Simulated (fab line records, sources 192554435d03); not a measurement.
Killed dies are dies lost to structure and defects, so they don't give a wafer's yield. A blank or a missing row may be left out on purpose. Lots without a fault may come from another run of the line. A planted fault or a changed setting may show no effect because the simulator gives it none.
fab line records | flow n5_finfet
record lots=6 wafers=18 last_day=18
route steps=1938 shown WELL_APT@29
lots that met no fault: from a run of the same line without faults
start_h: hours from the record's first day to the start of the lot's first wafer shown | wait_h: hours since the lot's step before | " the same as in the row above | L1.1+2: a row that stands for several wafers | - no value, or no start given | * or withheld: withheld | < > ~ a bound
route shown NAME@n: a module of which the file shows steps, and the number in the route of the first | usual: mean/standard deviation of fault-free wafers | same: alike in all rows | chamber/n: place in a boat | sites: the reading at each site | _std_site: their standard deviation | _edge_site: outer sites' mean less inner sites' | radius_mm: how far each site lies from the wafer's centre | mask NAME#n: copy n | behind: the tool/chamber that last shaped the wafer | hold: why the lot was held/for how many hours/how that ended | device: the transistor (n, p or np) that didn't switch | end of line: the same wafers' tests at the end of the route | a step without rows: its recipe alone | killed: dies lost to structure and defects at the first sort, not the wafer's yield | map: a wafer's dies, x killed, . not, _ none there
set.NAME: the setting as run; set.NAME@STEP: as run at that earlier step | model.NAME: the simulator's own value behind a step, which no gauge read
lots at some steps of the route; a table a step, a row a wafer
services: from which hour (start_h, from the record's first day; less than 0 if before it) a tool's chamber was out of use, for how many hours, and why
## steps
# step N5_WELL_APT_OVL_MEAS_09
# recipe points_per_wafer=44
# usual NWELL_OVL=-1/6.5
# columns lot.wafer tool chamber start_h wait_h NWELL_OVL[nm]
L794.3 overlay-01 0 56.06 0.0 1
L794.5 " 0 " " 9
L794.6 " 0 " " -9
L795.1 overlay-02 0 61.59 0.0 -5
L795.5 " 0 " " -3
L795.6 " 0 " " -7
L800.1 overlay-02 0 91.63 0.0 14
L800.3 " 0 " " 7
L800.4 " 0 " " 3
L804.1 overlay-02 0 115.71 0.0 -2
L804.4 " 0 " " -6
L804.6 " 0 " " -1
L808.1 overlay-01 0 139.60 0.0 1
L808.3 " 0 " " 0
L808.4 " 0 " " -3
L810.1 overlay-02 0 151.78 0.0 0
L810.4 " 0 " " -3
L810.5 " 0 " " -12
# step N5_WELL_APT_INSPECT_10
# recipe mode=adi inspect_instrument=macro
# usual raw_defect_count=2.1/1.4
# columns lot.wafer tool chamber start_h wait_h raw_defect_count
L794.3 defect_inspect-02 - 56.09 0.0 0
L794.5 " - " " 3
L794.6 " - " " 2
L795.1 defect_inspect-02 - 61.61 0.0 3
L795.5 " - " " 1
L795.6 " - " " 0
L800.1 defect_inspect-02 - 91.65 0.0 2
L800.3 " - " " 0
L800.4 " - " " 3
L804.1 defect_inspect-01 - 115.73 0.0 3
L804.4 " - " " 2
L804.6 " - " " 2
L808.1 defect_inspect-02 - 139.62 0.0 1
L808.3 " - " " 0
L808.4 " - " " 3
L810.1 defect_inspect-01 - 151.81 0.0 2
L810.4 " - " " 1
L810.5 " - " " 0
# step N5_WELL_APT_DESCUM_13
# recipe chemistry=O2 time_s=7.9 source_power_w=50 bias_power_w=20 pressure_mtorr=20 rf_frequency_hz=2.712e+07 temp_c=40 o2_flow_sccm=225
# usual bias_power_w=20.00/0.059 drypump_motor_current_A=5.9/0.47 oes_product_au=0.78/0.076 rf_vpp_V=243.3/1.5 showerhead_plenum_p_Torr=2.10/0.066 temp_c=40.00/0.1 throttle_valve_pct=20.36/0.19
# columns lot.wafer tool chamber start_h wait_h bias_power_w drypump_motor_current_A oes_product_au rf_hours_counter_h rf_vpp_V showerhead_plenum_p_Torr temp_c throttle_valve_pct
L794.3 rie_diel-04 3 56.13 0.0 20.04 5.8 0.72 205 243.2 1.99 39.95 20.17
L794.5 " 1 " " 19.96 5.8 0.73 - 244.2 2.15 40.11 20.42
L794.6 " 3 " " 19.98 5.9 0.72 - 241.9 1.99 39.91 20.16
L795.1 rie_diel-02 0 61.65 0.0 19.94 5.8 0.76 137 242.1 2.03 40.03 20.34
L795.5 " 1 " " 19.89 6.3 0.89 - 245.0 2.14 40.01 20.39
L795.6 " 2 " " 19.98 5.9 0.74 - 242.0 2.07 39.89 20.35
L800.1 rie_diel-06 1 91.69 0.0 19.94 5.7 0.88 48 243.7 2.05 40.02 20.20
L800.3 " 2 " " 19.99 4.9 0.76 174 241.6 2.10 39.99 20.52
L800.4 " 0 " " 20.06 6.4 0.78 - 244.9 2.11 40.09 20.10
L804.1 rie_diel-02 0 116.03 0.3 19.99 5.8 0.73 157 242.3 2.02 40.19 20.37
L804.4 " 1 " " 20.08 6.3 0.85 - 244.4 2.13 40.04 20.45
L804.6 " 0 " " 19.90 5.8 0.73 - 241.4 2.02 40.15 20.37
L808.1 rie_diel-02 2 140.07 0.5 19.96 5.8 0.71 226 242.2 2.06 39.95 20.39
L808.3 " 3 " " 19.91 6.8 0.69 220 243.5 2.05 40.08 20.80
L808.4 " 0 " " 19.96 5.8 0.73 - 241.7 2.02 40.04 20.40
L810.1 rie_diel-02 2 152.14 0.3 20.04 5.8 0.71 232 242.6 2.06 40.08 20.40
L810.4 " 0 " " 20.04 5.8 0.73 - 239.7 2.02 39.99 20.41
L810.5 " 3 " " 19.92 6.8 0.68 - 242.9 2.05 39.95 20.79
# step N5_WELL_APT_IMPLANT_14
# recipe species=P energy_kev=160 dose_cm2=1.5e+13 tilt_deg=0 rotation_deg=0
# step N5_WELL_APT_IMPLANT_15
# recipe species=As energy_kev=25 dose_cm2=1.5e+13 tilt_deg=0 rotation_deg=0
# step N5_WELL_APT_STRIP_16
# recipe chemistry=SPM time_s=900 temp_c=130 h2so4_h2o2_vol_ratio=4 dry=ipa_marangoni
# step N5_WELL_APT_HMDS_18
# recipe time_s=60 temp_c=120
# step N5_WELL_APT_COAT_19
# recipe spin_rpm=1357 resist_thk_nm=950
# step N5_WELL_APT_EBR_21
# recipe solvent=PGMEA ebr_width_mm=1.5
# step N5_WELL_APT_SOFTBAKE_20
# recipe temp_c=130 time_s=60
# step N5_WELL_APT_EXPOSE_22
# recipe mask_id=PWELL na=0.8 source_shape=conventional sigma_outer=0.8 polarization=unpolarized defocus_nm=0 target_cd_nm=200 dose_mj=23.2
# step N5_WELL_APT_PEB_23
# recipe peb_temp_c=130 peb_time_s=90
# step N5_WELL_APT_DEVELOP_24
# recipe develop_time_s=45 rinse_liquid=surfactant_rinse dry=air_spin dev_temp_c=21
# usual chill_plate_temp_C=23.01/0.1 develop_time_s=45/0 resist_line_temp_C=23.04/0.1
# columns lot.wafer tool chamber start_h wait_h chill_plate_temp_C develop_time_s resist_line_temp_C model.coat_of_WELL_APT_COAT_19.thk_nm
L794.3 litho_track-03 - 57.17 - - - - 952.9
L794.5 " - " " - - - 956.2
L794.6 " - " " - - - 954.3
L795.1 litho_track-03 - 62.58 - - - - 949.7
L795.5 " - " " - - - 950.2
L795.6 " - " " - - - 950
L800.1 litho_track-05 0 92.61 - 23.04 45 23.18 938
L800.3 " 0 " " 23.10 45 23.13 935.7
L800.4 " 0 " " 23.11 45 23.00 938.4
L804.1 litho_track-04 0 116.97 - 22.81 45 23.06 934.6
L804.4 " 0 " " 22.85 45 23.03 934.9
L804.6 " 0 " " 23.03 45 23.16 936.5
L808.1 litho_track-03 0 141.13 - 22.95 45 23.03 937.8
L808.3 " 0 " " 23.07 45 22.98 935.7
L808.4 " 0 " " 23.03 45 23.15 935.8
L810.1 litho_track-05 0 153.06 - 22.91 45 23.01 938.9
L810.4 " 0 " " 22.90 45 23.05 937.4
L810.5 " 0 " " 22.93 45 22.82 938.3
# step N5_WELL_APT_HARDBAKE_29
# recipe temp_c=130 time_s=120
## services
# columns tool chamber start_h hours kind
rie_diel-04 0 36.37 - clean
rie_diel-04 0 36.37 - consumable_replace:focus_ring
rie_diel-04 0 36.37 - consumable_replace:showerhead
rie_diel-04 0 36.37 30.8 scheduled_down
rie_diel-04 0 36.37 30.8 vent_cycle
rie_diel-02 2 45.24 3.8 repair
rie_diel-06 0 56.88 6.4 repair
rie_diel-04 - 59.92 0.3 repair
rie_diel-06 3 67.20 121.0 repair
rie_diel-02 3 68.22 5.0 repair
rie_diel-02 2 98.16 2.6 repair
rie_diel-02 3 114.24 1.8 repair
rie_diel-04 - 137.64 1.0 repair
litho_track-05 - 142.53 - consumable_replace:filter
## key
first_sign step=N5_WELL_APT_DEVELOP_24 reading=tool_record direction=missing
effect none on later readings
model_effect step=N5_WELL_APT_DEVELOP_24 value=coat_of_WELL_APT_COAT_19.thk_nm without=938 struck=952.2
met_at N5_WELL_APT_DEVELOP_24
struck_wafers L794.3,L794.5,L794.6,L795.1,L795.5,L795.6
later_rows_left_out L794.3,L794.5,L794.6,L795.1,L795.5,L795.6
sort_left_out L794.3,L794.5,L794.6,L795.1,L795.5,L795.6
tester_left_out L794,L795
fault kind=skipped_step_whole tool=litho_track-03 chamber=- onset_h=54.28 steps=N5_WELL_APT_DEVELOP_24 scope=struck_lots_only
# tester_left_out: of these lots the tester's yield and bins aren't shown, on N5 and GAA mostly nor the transistor test; their killed dies are dies lost to structure and defects alone, not to doping, threshold or leakage, so they don't give the yield
# sort_left_out: the simulated sort isn't trusted on such a fault, so these wafers' sort isn't shown, and their yield isn't known
# later_rows_left_out: the simulator's readings of these wafers behind a module that went badly wrong aren't trusted and aren't shown, but for the sort
